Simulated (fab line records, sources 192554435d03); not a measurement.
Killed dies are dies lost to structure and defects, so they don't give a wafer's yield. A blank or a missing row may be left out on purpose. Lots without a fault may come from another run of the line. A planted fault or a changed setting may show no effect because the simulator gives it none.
A struck lot beside a sound one | flow n5_finfet | 39 steps out of a route of 1938
Sound: wafers L224.1, L224.2, L224.5. Struck: wafer L219.6. (L219.2, L219.5 of the same lot were not struck and are left out.) The cause comes at the end.
At each step with rows: each side's tool, then ch and its chambers, then its first start. Under that, the readings that differ: sound wafers | struck wafers | difference of the means | sigmas: that difference in standard deviations of wafers without a fault.
alike: readings whose means differ by less than 2 such deviations, and words and numbers that are the same on both sides. not compared: withheld readings, readings that some wafer has no value for, bounds like >300 that may hide the same value, and numbers for which the record gives no deviation and whose values overlap.
The two part at a step that has a row with sigmas, a row that says differs or no value, or rows on one side only. Numbers that don't overlap but have no deviation are shown without sigmas and don't part them. A reading that every wafer of one side lacks parts them only if that side has two wafers or more.

first, 9 steps without rows for these wafers: N5_HKMG_FIN_PEB_10 (peb time 60 s); N5_HKMG_FIN_DEVELOP_11 (develop time 30 s); N5_HKMG_FIN_DESCUM_17 (chemistry O2, time 7.9 s); N5_HKMG_FIN_ETCH_31 (etches SiARC in CF4, target depth 45.5 nm, time 75.8 s); N5_HKMG_FIN_ETCH_32 (etches SOC in N2/H2, target depth 240 nm, time 300 s); N5_HKMG_FIN_STRIP_33 (strips in N2/H2); N5_HKMG_FIN_STRIP_34 (strips in CF4); N5_HKMG_FIN_ETCH_35 (etches SOC in N2/H2, target depth 215.8 nm, time 243.4 s); N5_HKMG_FIN_STRIP_92 (strips SOC in N2/H2, time 20 s).
N5_HKMG_FIN_WET_ETCH_18: etches TiN in SC1, time 55 s, target depth 5.2 nm, rinse time 30 s.
  sound on wet_bench-05 ch 0,1,7, day 8 10:11; struck on wet_bench-02 ch 2,3,6, day 7 10:31
then, 27 steps without rows for these wafers: N5_HKMG_FIN_STRIP_19 (strips in N2/H2, time 360 s); N5_HKMG_FIN_ALD_91 (deposits TiN, target thk 1 nm, pulse time 1 s, purge time 3 s); N5_HKMG_FIN_COAT_85 (time 60 s, resist thk 300 nm); N5_HKMG_FIN_ETCH_86 (etches SOC in N2/H2, stops on TiN, target depth 393.2 nm); N5_HKMG_FIN_STRIP_89 (strips SOC in N2/H2, time 20 s); N5_HKMG_FIN_WET_ETCH_87 (etches TiN in SC1, time 154.2 s, target depth 4.7 nm, rinse time 30 s); N5_HKMG_FIN_STRIP_88 (strips in N2/H2, time 360 s); N5_HKMG_FIN_NWFM_ALD_20 (deposits TiAlC, target thk 2 nm, pulse time 3 s, purge time 2 s); N5_HKMG_FIN_ALD_71 (deposits TiN, target thk 1 nm, pulse time 1 s, purge time 3 s); N5_HKMG_FIN_COAT_66 (time 60 s, resist thk 300 nm); N5_HKMG_FIN_ETCH_67 (etches SOC in N2/H2, stops on TiN, target depth 388.9 nm); N5_HKMG_FIN_STRIP_90 (strips SOC in N2/H2, time 20 s); N5_HKMG_FIN_WET_ETCH_73 (etches the open film in SC1, time 42.3 s, target depth 1.3 nm, rinse time 30 s); N5_HKMG_FIN_ETCHBACK_68 (etches the open film in Cl2/Ar, stops on HfO2, target depth 0.5 nm); N5_HKMG_FIN_STRIP_69 (strips in N2/H2, time 360 s); N5_HKMG_FIN_ALD_21 (deposits TiN, target thk 1.5 nm, pulse time 1 s, purge time 3 s); N5_HKMG_FIN_ALD_72 (deposits W, target thk 2 nm, pulse time 1 s, purge time 2 s); N5_HKMG_FIN_W_FILL_22 (material W, target thk 60 nm, time 18.2 s); N5_HKMG_FIN_PRECLEAN_83 (cleans in DIW, time 57.5 s); N5_HKMG_FIN_SRD_84 (dry time 32 s); N5_HKMG_FIN_CMP_23 (polishes, stops on SiNx, t overpolish 10 s, target thk 46.326 nm); N5_HKMG_FIN_CMP_94 (polishes, stops on SiNx, t overpolish 4.7 s, target thk 43.299 nm); N5_GATE_CUT_ETCHBACK_00 (etches W in SF6/Cl2); N5_GATE_CUT_ETCH_56 (etches TiN in Cl2/Ar, target depth 21.6 nm); N5_GATE_CUT_ETCHBACK_30 (etches TiN in Cl2/Ar, target depth 3 nm); N5_GATE_CUT_VAPOR_ETCH_60 (etches HfO2 in BCl3/Cl2); N5_GATE_CUT_ETCH_58 (etches SiNx in CH3F/O2, target depth 17 nm, time 128.6 s).
-- the record jumps here: 4 days lie between the struck wafers' starts before and after (it left off in module GATE_CUT and takes up again in module BEOL_M4, whose first step shown is number 1111 of the route) --
N5_BEOL_M4_RC_MEAS_101:
  sound on prober-01 ch 0, day 12 03:33; struck on prober-01 ch 0, day 11 13:02
  reading             | sound                      | struck   | difference | sigmas
  IOFF_N (nA/um)      | 0.166 0.150 0.169          | 0.105    | -0.057     | -2
  IOFF_N_LIN (nA/um)  | 0.079 0.071 0.080          | 0.050    | -0.027     | -3
  IOFF_N_LONG (nA/um) | 5.49e-05 5.53e-05 5.54e-05 | 4.69e-05 | -8.30e-06  | -3
  ION_N (uA/um)       | 687 666 693                | 648      | -34        | -3
  VT_N (mV)           | 247 248 243                | 259      | +13        | +4
  VT_N_LONG (mV)      | 273.4 274.1 273.8          | 284.9    | +11.1      | +5
  VT_N_LVT (mV)       | 95 99 95                   | 106      | +10        | +3
  alike: DIBL_N, DIBL_P, IOFF_P, ION_P, SS_N, SS_P, VT_P
-- the record jumps here: 5 days lie between the struck wafers' starts before and after (it left off in module BEOL_M4 and takes up again in module PASSIVATION, whose first step shown is number 1936 of the route) --
N5_PASSIVATION_PROBE_49:
  the record has rows for the struck wafers here (prober-02, day 16 06:05) and none for the sound ones

WHERE THEY PART
First at N5_BEOL_M4_RC_MEAS_101; last, within this record, at N5_PASSIVATION_PROBE_49.

WHY: what the simulator had put in
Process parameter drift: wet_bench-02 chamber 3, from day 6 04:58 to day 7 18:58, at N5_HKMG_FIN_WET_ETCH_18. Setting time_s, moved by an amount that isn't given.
